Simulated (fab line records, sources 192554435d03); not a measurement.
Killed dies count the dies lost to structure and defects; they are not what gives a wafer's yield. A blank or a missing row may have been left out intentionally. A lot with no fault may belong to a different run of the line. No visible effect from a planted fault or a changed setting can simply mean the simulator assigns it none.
fab line records + flow n5Finfet
[record]
- lots = 9
- wafers = 27
- lastDay = 19
route steps=1938 shown SD_EPI_P@316 ILD0@345 SDB@348 BEOL_M4@1111 PASSIVATION@1936
lots that met no fault: from a run of the same line without faults
startH: hours from the record's first day to the start of the lot's first wafer shown + waitH: how many hours have passed since the lot's step before this one + " repeats the value in the row above + L1.1+2: one row covering several wafers at once + - no value, or no start given + * or withheld: withheld + < > ~ a bound
route shown NAME@n: NAME is a module with steps in the file, n the number in the route of the first one + usual: the fault-free wafers' mean and standard deviation + same: alike in all rows + chamber/n: place in a boat + sites: per-site readings + _std_site: their standard deviation + _edge_site: the outer-site mean with the inner-site mean subtracted + radiusMm: how far each site lies from the wafer's centre + mask NAME#n: copy n + behind: the tool/chamber that last shaped the wafer + hold: why the lot was held/for how many hours/how that ended + device: whichever transistor did not switch (one of n, p or np) + end of line: the tests these same wafers got at the end of their route + a step without rows: its recipe alone + killed: the dies lost at the first sort to structure and to defects; this is not the yield of the wafer + map: the dies of a wafer, with x for killed, . for not killed, _ for no die there
set.NAME: the setting that was run; set.NAME@STEP: the one run at that earlier step + model.NAME: the simulator's own value behind a step, which no gauge read
steps of the route over a sample of lots; a table a step, a row a wafer
services: the hour from which a tool's chamber was out of use, counted from the record's first day as startH (under 0 if before that day), plus the number of hours and why
[[steps]]
[step N5_SD_EPI_P_STRIP_40]
[recipe]
- chemistry = N2/H2
- powerW = 1000
- tempC = 250
- h2Frac = 0.65
- overashFraction = 0.3
- pressureMtorr = withheld
- n2FlowSccm = 1750
- h2FlowSccm = 3250
[usual]
- drypumpMotorCurrentA = 5.6/0.65
- heaterPowerW = 373/33
- n2FlowSccm = 1750/5.8
- oesProductAu = 0.762/0.011
| lot.wafer | tool           | chamber | startH | waitH | drypumpMotorCurrentA | heaterPowerW | n2FlowSccm | oesProductAu | rfHoursCounterH |
|-----------|----------------|---------|--------|-------|----------------------|--------------|------------|--------------|-----------------|
| L519.4    | plasmaAsher-01 | 0       | 59.21  | 0.5   | 6.2                  | 408          | 1754       | 0.769        | -               |
| L519.5    | "              | 0       | "      | "     | 6.2                  | 415          | 1745       | 0.766        | -               |
| L519.6    | "              | 1       | "      | "     | 4.9                  | 345          | 1751       | 0.755        | -               |
| L520.1    | plasmaAsher-01 | 0       | 69.22  | 0.2   | 6.2                  | 427          | 1751       | 0.775        | 89              |
| L520.2    | "              | 1       | "      | "     | 4.9                  | 348          | 1747       | 0.760        | 89              |
| L520.4    | "              | 0       | "      | "     | 6.2                  | 407          | 1759       | 0.773        | -               |
| L523.2    | plasmaAsher-01 | 0       | 83.45  | 0.0   | 6.2                  | 415          | 1748       | 0.764        | 94              |
| L523.4    | "              | 1       | "      | "     | 4.9                  | 339          | 1750       | 0.757        | -               |
| L523.5    | "              | 1       | "      | "     | 4.9                  | 347          | 1746       | 0.767        | -               |
| L532.1    | plasmaAsher-01 | 1       | 138.73 | 0.0   | 4.9                  | 344          | 1757       | 0.757        | 116             |
| L532.3    | "              | 0       | "      | "     | 6.2                  | 399          | 1751       | 0.768        | -               |
| L532.6    | "              | 1       | "      | "     | 4.9                  | 351          | 1750       | 0.750        | -               |
| L535.2    | plasmaAsher-01 | 1       | 151.37 | 0.0   | 4.9                  | 339          | 1749       | 0.759        | 121             |
| L535.3    | "              | 0       | "      | "     | 6.2                  | 412          | 1744       | 0.776        | -               |
| L535.4    | "              | 1       | "      | "     | 4.9                  | 333          | 1744       | 0.775        | -               |
| L536.4    | plasmaAsher-02 | 0       | 157.06 | 0.0   | 6.3                  | 363          | 1759       | 0.754        | -               |
| L536.5    | "              | 1       | "      | "     | 6.3                  | 352          | 1746       | 0.777        | -               |
| L536.6    | "              | 0       | "      | "     | 6.3                  | 371          | 1757       | 0.775        | -               |
| L539.2    | plasmaAsher-02 | 0       | 176.54 | 0.0   | 6.3                  | 352          | 1757       | 0.753        | 36              |
| L539.4    | "              | 1       | "      | "     | 6.3                  | 362          | 1748       | 0.769        | -               |
| L539.5    | "              | 1       | "      | "     | 6.3                  | 354          | 1749       | 0.752        | -               |
| L540.2    | plasmaAsher-01 | 0       | 182.31 | 0.0   | 6.2                  | 410          | 1747       | 0.771        | 128             |
| L540.3    | "              | 1       | "      | "     | 4.9                  | 350          | 1756       | 0.773        | -               |
| L540.6    | "              | 1       | "      | "     | 4.9                  | 340          | 1754       | 0.759        | -               |
| L542.3    | plasmaAsher-02 | 1       | 202.08 | 0.0   | 6.3                  | 354          | 1756       | 0.769        | -               |
| L542.4    | "              | 0       | "      | "     | 6.3                  | 357          | 1741       | 0.769        | -               |
| L542.5    | "              | 1       | "      | "     | 6.3                  | 356          | 1750       | 0.772        | -               |
[step N5_ILD0_THK_MEAS_13]
[usual]
- thkNm = 17.7/0.9
| lot.wafer | tool         | chamber | startH | waitH | thkNm |
|-----------|--------------|---------|--------|-------|-------|
| L519.4    | filmMetro-02 | -       | 69.66  | -     | 17.8  |
| L519.5    | "            | -       | "      | "     | 18.9  |
| L519.6    | "            | -       | "      | "     | 18.8  |
| L520.1    | filmMetro-02 | -       | 79.10  | -     | 19.7  |
| L520.2    | "            | -       | "      | "     | 18.2  |
| L520.4    | "            | -       | "      | "     | 18.6  |
| L523.2    | filmMetro-01 | -       | 93.80  | -     | 19.3  |
| L523.4    | "            | -       | "      | "     | 17.4  |
| L523.5    | "            | -       | "      | "     | 17.6  |
| L532.1    | filmMetro-02 | -       | 149.45 | -     | 17.9  |
| L532.3    | "            | -       | "      | "     | 18.0  |
| L532.6    | "            | -       | "      | "     | 18.7  |
| L535.2    | filmMetro-02 | -       | 161.30 | -     | 17.3  |
| L535.3    | "            | -       | "      | "     | 16.2  |
| L535.4    | "            | -       | "      | "     | 16.9  |
| L536.4    | filmMetro-01 | -       | 166.98 | -     | 15.9  |
| L536.5    | "            | -       | "      | "     | 17.1  |
| L536.6    | "            | -       | "      | "     | 17.5  |
| L539.2    | filmMetro-02 | -       | 188.42 | -     | 18.3  |
| L539.4    | "            | -       | "      | "     | 18.2  |
| L539.5    | "            | -       | "      | "     | 18.3  |
| L540.2    | filmMetro-01 | -       | 193.72 | -     | 17.8  |
| L540.3    | "            | -       | "      | "     | 16.7  |
| L540.6    | "            | -       | "      | "     | 17.1  |
| L542.3    | filmMetro-02 | -       | 212.82 | -     | 17.2  |
| L542.4    | "            | -       | "      | "     | 17.7  |
| L542.5    | "            | -       | "      | "     | 17.9  |
[step N5_SDB_COAT_03]
[recipe]
- resist = SOC
- tempC = 250
- timeS = 60
- spinRpm = 1500
- resistThkNm = 100
[usual]
- heaterPowerTotalW = 500.5/1.7
- plateTempC = 249.96/0.18
| lot.wafer | tool          | chamber | startH | waitH | heaterPowerTotalW | plateTempC |
|-----------|---------------|---------|--------|-------|-------------------|------------|
| L519.4    | lithoTrack-03 | 0       | 69.80  | 0.0   | 501.2             | 250.23     |
| L519.5    | "             | 0       | "      | "     | 499.3             | 249.86     |
| L519.6    | "             | 0       | "      | "     | 498.9             | 250.20     |
| L520.1    | lithoTrack-03 | 0       | 79.25  | 0.1   | 498.4             | 250.00     |
| L520.2    | "             | 0       | "      | "     | 501.9             | 249.96     |
| L520.4    | "             | 0       | "      | "     | 500.9             | 249.79     |
| L523.2    | lithoTrack-03 | 0       | 93.94  | 0.1   | 502.1             | 250.19     |
| L523.4    | "             | 0       | "      | "     | 500.1             | 249.79     |
| L523.5    | "             | 0       | "      | "     | 499.2             | 250.14     |
| L532.1    | lithoTrack-01 | 0       | 149.63 | 0.1   | 502.0             | 249.97     |
| L532.3    | "             | 0       | "      | "     | 502.0             | 250.22     |
| L532.6    | "             | 0       | "      | "     | 501.6             | 249.81     |
| L535.2    | lithoTrack-03 | 0       | 161.44 | 0.1   | 476.9             | 240.68     |
| L535.3    | "             | 0       | "      | "     | 474.5             | 240.35     |
| L535.4    | "             | 0       | "      | "     | 476.3             | 240.43     |
| L536.4    | lithoTrack-03 | 0       | 167.12 | 0.0   | 476.0             | 240.31     |
| L536.5    | "             | 0       | "      | "     | 475.1             | 240.19     |
| L536.6    | "             | 0       | "      | "     | 476.6             | 240.14     |
| L539.2    | lithoTrack-01 | 0       | 188.57 | 0.1   | 501.0             | 249.75     |
| L539.4    | "             | 0       | "      | "     | 498.5             | 250.04     |
| L539.5    | "             | 0       | "      | "     | 499.5             | 249.76     |
| L540.2    | lithoTrack-05 | 0       | 193.87 | 0.1   | 501.1             | 249.94     |
| L540.3    | "             | 0       | "      | "     | 499.8             | 250.12     |
| L540.6    | "             | 0       | "      | "     | 497.6             | 250.13     |
| L542.3    | lithoTrack-05 | 0       | 212.99 | 0.1   | 502.6             | 249.93     |
| L542.4    | "             | 0       | "      | "     | 500.0             | 250.03     |
| L542.5    | "             | 0       | "      | "     | 499.1             | 250.08     |
[step N5_SDB_DESCUM_16]
[recipe]
- chemistry = O2
- timeS = 7.9
- sourcePowerW = 50
- biasPowerW = 20
- pressureMtorr = 20
- rfFrequencyHz = 2.712e+07
- tempC = 40
- resist = CAR-ArF
- o2FlowSccm = 225
[usual]
- drypumpMotorCurrentA = 5.8/0.47
- oesProductAu = 0.77/0.099
- rfVppV = 243.9/1.2
- showerheadPlenumPTorr = 2.14/0.064
- throttleValvePct = 20.42/0.2
| lot.wafer | tool       | chamber | startH | waitH | drypumpMotorCurrentA | oesProductAu | rfHoursCounterH | rfVppV | showerheadPlenumPTorr | throttleValvePct |
|-----------|------------|---------|--------|-------|----------------------|--------------|-----------------|--------|-----------------------|------------------|
| L519.4    | rieDiel-01 | 1       | 70.13  | 0.0   | 5.9                  | 0.67         | 233             | 240.2  | 1.98                  | 20.29            |
| L519.5    | "          | 1       | "      | "     | 5.9                  | 0.67         | -               | 240.9  | 1.98                  | 20.28            |
| L519.6    | "          | 0       | "      | "     | 5.5                  | 0.70         | -               | 244.8  | 2.16                  | 20.45            |
| L520.1    | rieDiel-01 | 1       | 79.73  | 0.2   | 5.9                  | 0.67         | 234             | 242.2  | 1.98                  | 20.30            |
| L520.2    | "          | 2       | "      | "     | 5.2                  | 0.72         | 194             | 243.6  | 2.17                  | 20.60            |
| L520.4    | "          | 0       | "      | "     | 5.5                  | 0.71         | 211             | 243.2  | 2.16                  | 20.45            |
| L523.2    | rieDiel-02 | 0       | 95.01  | 0.6   | 5.3                  | 0.69         | 234             | 243.7  | 2.15                  | 20.83            |
| L523.4    | "          | 2       | "      | "     | 6.3                  | 0.90         | 35              | 246.2  | 2.23                  | 20.20            |
| L523.5    | "          | 2       | "      | "     | 6.2                  | 0.91         | -               | 246.8  | 2.23                  | 20.22            |
| L532.1    | rieDiel-01 | 2       | 150.32 | 0.3   | 5.1                  | 0.69         | 223             | 245.5  | 2.16                  | 20.64            |
| L532.3    | "          | 3       | "      | "     | 6.0                  | 0.77         | 122             | 242.4  | 2.11                  | 20.38            |
| L532.6    | "          | 2       | "      | "     | 5.2                  | 0.69         | -               | 243.5  | 2.16                  | 20.63            |
| L535.2    | rieDiel-01 | 0       | 162.65 | 0.9   | 5.5                  | 0.68         | 246             | 244.5  | 2.15                  | 20.50            |
| L535.3    | "          | 1       | "      | "     | 5.9                  | 0.95         | 6               | 245.0  | 2.23                  | 19.95            |
| L535.4    | "          | 2       | "      | "     | 5.1                  | 0.69         | 230             | 244.1  | 2.15                  | 20.65            |
| L536.4    | rieDiel-03 | 3       | 167.45 | 0.0   | 5.5                  | 0.68         | 230             | 243.0  | 2.14                  | 20.51            |
| L536.5    | "          | 1       | "      | "     | 5.8                  | 0.69         | -               | 241.4  | 1.96                  | 20.51            |
| L536.6    | "          | 0       | "      | "     | 5.6                  | 0.98         | -               | 244.4  | 2.14                  | 20.21            |
| L539.2    | rieDiel-01 | 3       | 189.14 | 0.0   | 5.9                  | 0.77         | 139             | 244.4  | 2.10                  | 20.41            |
| L539.4    | "          | 2       | "      | "     | 5.2                  | 0.70         | -               | 243.7  | 2.15                  | 20.67            |
| L539.5    | "          | 1       | "      | "     | 5.9                  | 0.92         | -               | 244.9  | 2.23                  | 19.98            |
| L540.2    | rieDiel-03 | 2       | 194.20 | 0.0   | 6.6                  | 0.87         | 60              | 244.2  | 2.21                  | 20.29            |
| L540.3    | "          | 0       | "      | "     | 5.6                  | 0.94         | 16              | 243.5  | 2.14                  | 20.23            |
| L540.6    | "          | 3       | "      | "     | 5.5                  | 0.68         | -               | 243.8  | 2.14                  | 20.53            |
| L542.3    | rieDiel-03 | 1       | 213.45 | 0.0   | 5.8                  | 0.95         | 4               | 245.8  | 2.22                  | 20.11            |
| L542.4    | "          | 0       | "      | "     | 5.6                  | 0.92         | 22              | 244.4  | 2.13                  | 20.25            |
| L542.5    | "          | 2       | "      | "     | 6.6                  | 0.84         | -               | 245.3  | 2.21                  | 20.33            |
[step N5_BEOL_M4_RC_MEAS_101]
[usual]
- DIBL_N = 36.1/1.4
- DIBL_P = 36.3/1.4
- IOFF_N = 0.154/0.021
- IOFF_P = 0.21/0.032
- ION_N = 670/8.1
- ION_P = 461/7
- SS_N = 71.4/0.49
- SS_P = 73.3/0.5
- VT_N = 250.4/2.6
- VT_P = -250/3.7
| lot.wafer | tool      | chamber | startH | waitH | DIBL_N[mV/V] | DIBL_P[mV/V] | IOFF_N[nA/um] | IOFF_P[nA/um] | ION_N[uA/um] | ION_P[uA/um] | SS_N[mV/dec] | SS_P[mV/dec] | VT_N[mV] | VT_P[mV] |
|-----------|-----------|---------|--------|-------|--------------|--------------|---------------|---------------|--------------|--------------|--------------|--------------|----------|----------|
| L519.4    | prober-02 | 0       | 184.87 | 0.5   | 35.2         | 35.6         | 0.146         | 0.18          | 664          | 451          | 72.2         | 73.3         | 253.0    | -256     |
| L519.5    | "         | 0       | "      | "     | 36.5         | 37.4         | 0.168         | 0.20          | 671          | 454          | 72.1         | 74.0         | 251.3    | -255     |
| L519.6    | "         | 0       | "      | "     | 34.0         | 34.8         | 0.126         | 0.17          | 669          | 453          | 71.1         | 73.0         | 252.2    | -253     |
| L520.1    | prober-02 | 0       | 201.28 | 0.0   | 38.2         | 36.8         | 0.170         | 0.20          | 676          | 451          | 71.7         | 73.0         | 246.3    | -252     |
| L520.2    | "         | 0       | "      | "     | 37.8         | 37.5         | 0.172         | 0.20          | 682          | 458          | 71.7         | 73.5         | 248.8    | -254     |
| L520.4    | "         | 0       | "      | "     | 36.8         | 36.2         | 0.154         | 0.18          | 681          | 465          | 70.8         | 73.3         | 248.1    | -254     |
| L523.2    | prober-02 | 0       | 211.23 | 0.2   | 33.3         | 32.9         | 0.124         | 0.22          | 664          | 472          | 70.8         | 73.2         | 252.9    | -244     |
| L523.4    | "         | 0       | "      | "     | 36.0         | 35.6         | 0.170         | 0.28          | 676          | 475          | 71.4         | 73.1         | 246.2    | -242     |
| L523.5    | "         | 0       | "      | "     | 34.6         | 34.2         | 0.146         | 0.25          | 681          | 480          | 71.1         | 72.8         | 250.2    | -241     |
| L532.1    | prober-01 | 0       | 260.26 | 0.0   | 34.6         | 35.6         | 0.141         | 0.17          | 676          | 457          | 71.6         | 73.4         | 252.6    | -256     |
| L532.3    | "         | 0       | "      | "     | 35.1         | 35.7         | 0.139         | 0.16          | 673          | 448          | 71.4         | 73.7         | 254.0    | -257     |
| L532.6    | "         | 0       | "      | "     | 32.7         | 31.8         | 0.103         | 0.12          | 649          | 439          | 70.6         | 72.3         | 258.4    | -259     |
| L536.4    | prober-01 | 0       | 281.82 | 0.5   | 34.4         | 34.7         | 0.139         | 0.18          | 681          | 467          | 71.0         | 72.9         | 249.3    | -251     |
| L536.5    | "         | 0       | "      | "     | 34.2         | 34.4         | 0.137         | 0.19          | 682          | 461          | 70.4         | 73.2         | 250.0    | -250     |
| L536.6    | "         | 0       | "      | "     | 36.5         | 35.7         | 0.171         | 0.20          | 669          | 459          | 70.6         | 73.6         | 246.5    | -249     |
| L535.2    | prober-01 | 0       | 303.73 | 0.2   | 35.6         | 36.2         | 0.154         | 0.19          | 669          | 456          | 72.6         | 73.0         | 251.8    | -252     |
| L535.3    | "         | 0       | "      | "     | 36.6         | 37.5         | 0.183         | 0.22          | 680          | 463          | 71.6         | 73.8         | 248.0    | -251     |
| L535.4    | "         | 0       | "      | "     | 34.6         | 35.9         | 0.146         | 0.19          | 674          | 461          | 71.4         | 73.3         | 248.0    | -252     |
| L540.2    | prober-02 | 0       | 312.62 | 0.2   | 35.7         | 36.6         | 0.149         | 0.21          | 667          | 460          | 71.2         | 72.6         | 250.2    | -249     |
| L540.3    | "         | 0       | "      | "     | 35.4         | 36.2         | 0.144         | 0.20          | 667          | 463          | 71.3         | 72.9         | 253.2    | -251     |
| L540.6    | "         | 0       | "      | "     | 35.3         | 36.6         | 0.150         | 0.21          | 671          | 465          | 71.4         | 73.3         | 250.8    | -248     |
| L539.2    | prober-02 | 0       | 328.64 | 0.2   | 37.8         | 38.2         | 0.167         | 0.22          | 665          | 453          | 71.4         | 73.6         | 249.4    | -250     |
| L539.4    | "         | 0       | "      | "     | 37.4         | 37.7         | 0.154         | 0.21          | 661          | 459          | 71.3         | 73.1         | 250.7    | -251     |
| L539.5    | "         | 0       | "      | "     | 38.6         | 39.7         | 0.186         | 0.24          | 679          | 463          | 71.7         | 73.4         | 250.4    | -251     |
| L542.3    | prober-02 | 0       | 340.95 | 0.3   | 35.5         | 36.3         | 0.127         | 0.17          | 664          | 461          | 71.0         | 72.8         | 254.9    | -257     |
| L542.4    | "         | 0       | "      | "     | 36.7         | 37.0         | 0.152         | 0.19          | 668          | 453          | 71.5         | 72.7         | 252.0    | -251     |
| L542.5    | "         | 0       | "      | "     | 36.2         | 36.6         | 0.140         | 0.18          | 669          | 455          | 71.4         | 73.2         | 257.7    | -257     |
[step N5_PASSIVATION_PROBE_49]
[usual]
- defectLimitedYield = 91.0/1.6
- killed_at_M0_to_M3 = 35/11
- killed_at_M4_up = 14/5.1
- killedAtContacts = 12/6.6
- killedAtFrontEnd = 41/12
- killedAtOther = 4/3
- killedDies = 107/19
- killedOpen = 70/15
- killedShort = 35/8.5
- sort_bin_5_function = 5.3/1
- sort_bin_6_memory = 3.4/0.73
- sort_bin_8_speed = 0.00/0.007
- sortNPass = 1073/19
- sortYieldPct = 91.0/1.6
[same]
- grossDies = 1180
- killedAtBackSide = 0
- sort_bin_4_leakage[%] = 0
| lot.wafer | tool      | chamber | startH | waitH | defectLimitedYield[%] | killed_at_M0_to_M3 | killed_at_M4_up | killedAtContacts | killedAtFrontEnd | killedAtOther | killedDies | killedOpen | killedShort | sort_bin_5_function[%] | sort_bin_6_memory[%] | sort_bin_8_speed[%] | sortNPass | sortYieldPct[%] |
|-----------|-----------|---------|--------|-------|-----------------------|--------------------|-----------------|------------------|------------------|---------------|------------|------------|-------------|------------------------|----------------------|---------------------|-----------|-----------------|
| L519.4    | prober-01 | -       | 303.08 | 0.3   | 87.8                  | 45                 | 19              | 20               | 46               | 14            | 144        | 100        | 41          | 7.0                    | 4.8                  | 0                   | 1036      | 87.8            |
| L519.5    | prober-01 | -       | 303.13 | 0.3   | 88.2                  | 61                 | 19              | 24               | 28               | 7             | 139        | 97         | 41          | 7.2                    | 4.5                  | 0                   | 1041      | 88.2            |
| L519.6    | prober-01 | -       | 303.18 | 0.4   | 88.2                  | 38                 | 20              | 28               | 43               | 10            | 139        | 98         | 40          | 7.6                    | 3.8                  | 0                   | 1041      | 88.2            |
| L520.1    | prober-01 | -       | 317.68 | 0.0   | 87.1                  | 42                 | 17              | 6                | 81               | 6             | 152        | 82         | 66          | 8.1                    | 4.2                  | 0                   | 1028      | 87.1            |
| L520.2    | prober-01 | -       | 317.73 | 0.1   | 90.1                  | 24                 | 20              | 17               | 52               | 4             | 117        | 77         | 38          | 5.4                    | 4.0                  | 0                   | 1063      | 90.1            |
| L520.4    | prober-01 | -       | 317.83 | 0.2   | 88.9                  | 45                 | 22              | 12               | 46               | 6             | 131        | 86         | 41          | 5.8                    | 4.8                  | 0                   | 1049      | 88.9            |
| L523.2    | prober-02 | -       | 319.71 | 0.1   | 89.8                  | 43                 | 10              | 18               | 40               | 9             | 120        | 79         | 40          | 6.0                    | 3.6                  | 0                   | 1060      | 89.8            |
| L523.4    | prober-02 | -       | 319.81 | 0.2   | 90.6                  | 48                 | 13              | 12               | 34               | 4             | 111        | 67         | 42          | 5.2                    | 3.7                  | 0                   | 1069      | 90.6            |
| L523.5    | prober-02 | -       | 319.86 | 0.2   | 88.7                  | 58                 | 12              | 14               | 45               | 4             | 133        | 93         | 40          | 6.8                    | 4.2                  | 0                   | 1047      | 88.7            |
| L535.2    | prober-01 | -       | 413.85 | 0.1   | 92.2                  | 43                 | 13              | 5                | 28               | 3             | 92         | 62         | 29          | 4.7                    | 2.9                  | 0                   | 1088      | 92.2            |
| L535.3    | prober-01 | -       | 413.90 | 0.1   | 90.9                  | 31                 | 11              | 17               | 44               | 4             | 107        | 69         | 37          | 5.3                    | 3.3                  | 0                   | 1073      | 90.9            |
| L535.4    | prober-01 | -       | 413.95 | 0.2   | 93.1                  | 36                 | 11              | 9                | 23               | 2             | 81         | 47         | 33          | 4.2                    | 2.4                  | 0                   | 1099      | 93.1            |
| L540.2    | prober-01 | -       | 419.79 | 0.1   | 90.3                  | 37                 | 28              | 5                | 40               | 4             | 114        | 78         | 33          | 5.5                    | 3.5                  | 0                   | 1066      | 90.3            |
| L540.3    | prober-01 | -       | 419.84 | 0.1   | 91.9                  | 17                 | 19              | 3                | 54               | 3             | 96         | 60         | 35          | 4.7                    | 2.9                  | 0                   | 1084      | 91.9            |
| L540.6    | prober-01 | -       | 419.99 | 0.3   | 92.7                  | 25                 | 6               | 5                | 50               | 0             | 86         | 55         | 28          | 4.4                    | 2.5                  | 0                   | 1094      | 92.7            |
// killed by level:class
L519.4 BEOL_M0_SAQP:geometricParticle:open=18 STI_FIN_REVEAL:geometricParticle:open=15 MOL_CONTACT_COAG:geometricParticle:open=13 GATE_CUT:geometricParticle:short=11 BEOL_M0_SAQP:geometricParticle:short=8 BEOL_M3:geometricParticle:open=8 BEOL_M2:geometricParticle:open=7 BEOL_M4:geometricParticle:open=7
L519.5 MOL_CONTACT_COAG:geometricParticle:open=22 BEOL_M0_SAQP:geometricParticle:short=19 BEOL_M0_SAQP:geometricParticle:open=18 BEOL_M2:geometricParticle:open=11 STI_FIN_REVEAL:geometricParticle:open=6 BEOL_M1:geometricParticle:open=6 BEOL_M7:geometricParticle:open=6 FIN_SAQP:geometricParticle:open=5
L519.6 MOL_CONTACT_COAG:geometricParticle:open=22 STI_FIN_REVEAL:geometricParticle:open=14 BEOL_M0_SAQP:geometricParticle:open=10 BEOL_M0_SAQP:geometricParticle:short=9 BEOL_M4:geometricParticle:open=8 DUMMY_GATE:geometricParticle:open=7 MOL_CONTACT_COAG:geometricParticle:short=6 BEOL_M2:geometricParticle:open=6
L520.1 STI_FIN_REVEAL:geometricParticle:open=21 BEOL_M0_SAQP:geometricParticle:short=20 FIN_SAQP:geometricParticle:open=12 GATE_CUT:geometricParticle:short=12 FIN_SAQP:geometricParticle:short=11 BEOL_M0_SAQP:geometricParticle:open=11 STI_FIN_REVEAL:geometricParticle:short=6 BEOL_M1:geometricParticle:open=5
L520.2 MOL_CONTACT_COAG:geometricParticle:open=16 FIN_SAQP:geometricParticle:short=12 FIN_SAQP:geometricParticle:open=10 GATE_CUT:geometricParticle:short=7 BEOL_M7:geometricParticle:open=6 DUMMY_GATE:geometricParticle:open=5 BEOL_M4:geometricParticle:open=5 BEOL_M2:geometricParticle:open=5
L520.4 BEOL_M0_SAQP:geometricParticle:short=17 FIN_SAQP:geometricParticle:open=16 BEOL_M0_SAQP:geometricParticle:open=11 MOL_CONTACT_COAG:geometricParticle:open=9 FIN_SAQP:geometricParticle:short=7 BEOL_M4:geometricParticle:open=7 STARTING-WAFER:geometricParticle:open=6 BEOL_M1:geometricParticle:open=5
L523.2 MOL_CONTACT_COAG:geometricParticle:open=12 STI_FIN_REVEAL:geometricParticle:open=11 BEOL_M0_SAQP:geometricParticle:short=11 BEOL_M0_SAQP:geometricParticle:open=9 BEOL_M3:geometricParticle:open=7 FIN_SAQP:geometricParticle:open=6 MOL_CONTACT_COAG:geometricParticle:short=6 FIN_SAQP:geometricParticle:short=5
L523.4 BEOL_M0_SAQP:geometricParticle:short=16 BEOL_M0_SAQP:geometricParticle:open=14 MOL_CONTACT_COAG:geometricParticle:open=10 STI_FIN_REVEAL:geometricParticle:open=8 FIN_SAQP:geometricParticle:short=5 BEOL_M1:geometricParticle:open=5 BEOL_M4:geometricParticle:open=5 GATE_CUT:geometricParticle:open=4
L523.5 STI_FIN_REVEAL:geometricParticle:open=17 BEOL_M0_SAQP:geometricParticle:open=17 BEOL_M0_SAQP:geometricParticle:short=15 MOL_CONTACT_COAG:geometricParticle:open=10 BEOL_M1:geometricParticle:open=9 BEOL_M4:geometricParticle:open=7 FIN_SAQP:geometricParticle:open=6 FIN_SAQP:geometricParticle:short=6
L535.2 BEOL_M1:geometricParticle:open=10 BEOL_M0_SAQP:geometricParticle:open=8 BEOL_M0:geometricParticle:short=7 MOL_CONTACT_COAG:geometricParticle:open=5 FIN_SAQP:geometricParticle:short=4 STI_FIN_REVEAL:geometricParticle:open=4 DUMMY_GATE:geometricParticle:open=4 BEOL_M2:geometricParticle:open=4
L535.3 MOL_CONTACT_COAG:geometricParticle:open=14 BEOL_M0_SAQP:geometricParticle:short=10 BEOL_M2:geometricParticle:open=10 FIN_SAQP:geometricParticle:open=9 FIN_SAQP:geometricParticle:short=8 STI_FIN_REVEAL:geometricParticle:open=7 DUMMY_GATE:geometricParticle:open=6 GATE_CUT:geometricParticle:short=5
L535.4 BEOL_M0_SAQP:geometricParticle:open=9 FIN_SAQP:geometricParticle:short=8 BEOL_M0_SAQP:geometricParticle:short=8 MOL_CONTACT_COAG:geometricParticle:open=7 BEOL_M4:geometricParticle:open=7 BEOL_M2:geometricParticle:open=6 BEOL_M3:geometricParticle:open=6 BEOL_M3:geometricParticle:short=4
L540.2 BEOL_M4:geometricParticle:open=17 FIN_SAQP:geometricParticle:open=14 BEOL_M0_SAQP:geometricParticle:short=9 FIN_SAQP:geometricParticle:short=8 BEOL_M3:geometricParticle:open=7 BEOL_M1:geometricParticle:open=7 BEOL_M2:geometricParticle:open=6 BEOL_M0_SAQP:geometricParticle:open=4
L540.3 FIN_SAQP:geometricParticle:open=16 FIN_SAQP:geometricParticle:short=9 STI_FIN_REVEAL:geometricParticle:open=9 BEOL_M4:geometricParticle:open=7 BEOL_M3:geometricParticle:open=6 BEOL_M5:geometricParticle:short=6 BEOL_M0_SAQP:geometricParticle:short=5 STARTING-WAFER:geometricParticle:open=4
L540.6 FIN_SAQP:geometricParticle:open=12 STI_FIN_REVEAL:geometricParticle:open=8 BEOL_M3:geometricParticle:open=7 FIN_SAQP:geometricParticle:short=6 BEOL_M1:geometricParticle:open=5 GATE_CUT:geometricParticle:short=4 MOL_CONTACT_COAG:geometricParticle:open=4 BEOL_M2:geometricParticle:open=4
[[services]]
| tool           | chamber | startH | hours | kind                         |
|----------------|---------|--------|-------|------------------------------|
| plasmaAsher-01 | -       | 36.81  | 2.8   | pm                           |
| plasmaAsher-02 | -       | 54.11  | 99.2  | repair                       |
| rieDiel-01     | 2       | 54.40  | 8.8   | repair                       |
| rieDiel-02     | 1       | 54.67  | 4.9   | repair                       |
| rieDiel-03     | 0       | 57.67  | 8.5   | repair                       |
| rieDiel-02     | 2       | 61.56  | 5.3   | repair                       |
| rieDiel-01     | -       | 74.15  | 2.8   | pm                           |
| rieDiel-02     | 0       | 78.19  | 4.7   | repair                       |
| rieDiel-02     | 1       | 80.59  | 1.8   | repair                       |
| rieDiel-01     | 3       | 96.04  | 6.8   | repair                       |
| rieDiel-02     | -       | 117.35 | 0.2   | repair                       |
| rieDiel-01     | 1       | 122.55 | -     | clean                        |
| rieDiel-01     | 1       | 122.55 | -     | consumableReplace:focusRing  |
| rieDiel-01     | 1       | 122.55 | -     | consumableReplace:showerhead |
| rieDiel-01     | 1       | 122.55 | 16.7  | scheduledDown                |
| rieDiel-01     | 1       | 122.55 | 16.7  | ventCycle                    |
| rieDiel-03     | -       | 149.07 | 14.6  | pm                           |
| lithoTrack-03  | -       | 150.30 | -     | consumableReplace:filter     |
| rieDiel-01     | 0       | 172.38 | -     | clean                        |
| rieDiel-01     | 0       | 172.38 | -     | consumableReplace:focusRing  |
| rieDiel-01     | 0       | 172.38 | 18.6  | scheduledDown                |
| rieDiel-01     | 0       | 172.38 | 18.6  | ventCycle                    |
| plasmaAsher-02 | -       | 173.24 | 2.7   | pm                           |
| rieDiel-01     | -       | 179.51 | 2.4   | repair                       |
[[key]]
[firstSign]
- step = N5_SDB_COAT_03
- reading = plateTempC
- direction = down
- sigmas = 54
- usual = *
- struck = *
[effect]
- step = N5_SDB_COAT_03
- reading = heaterPowerTotalW
- direction = down
- sigmas = 15
- usual = *
- struck = *
metAt N5_SDB_COAT_03
struckLots L535,L536
notActingAt N5_SD_EPI_P_STRIP_40,N5_ILD0_THK_MEAS_13,N5_SDB_DESCUM_16
onsetBetween 93.94 161.44
[fault]
- kind = processParameterDrift
- tool = lithoTrack-03
- chamber = -
- onsetH = 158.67
- steps = N5_SDB_COAT_03
- channel = tempC
- offset = *
- shape = step
- endH = 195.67
- actsIn = *
- stated = *
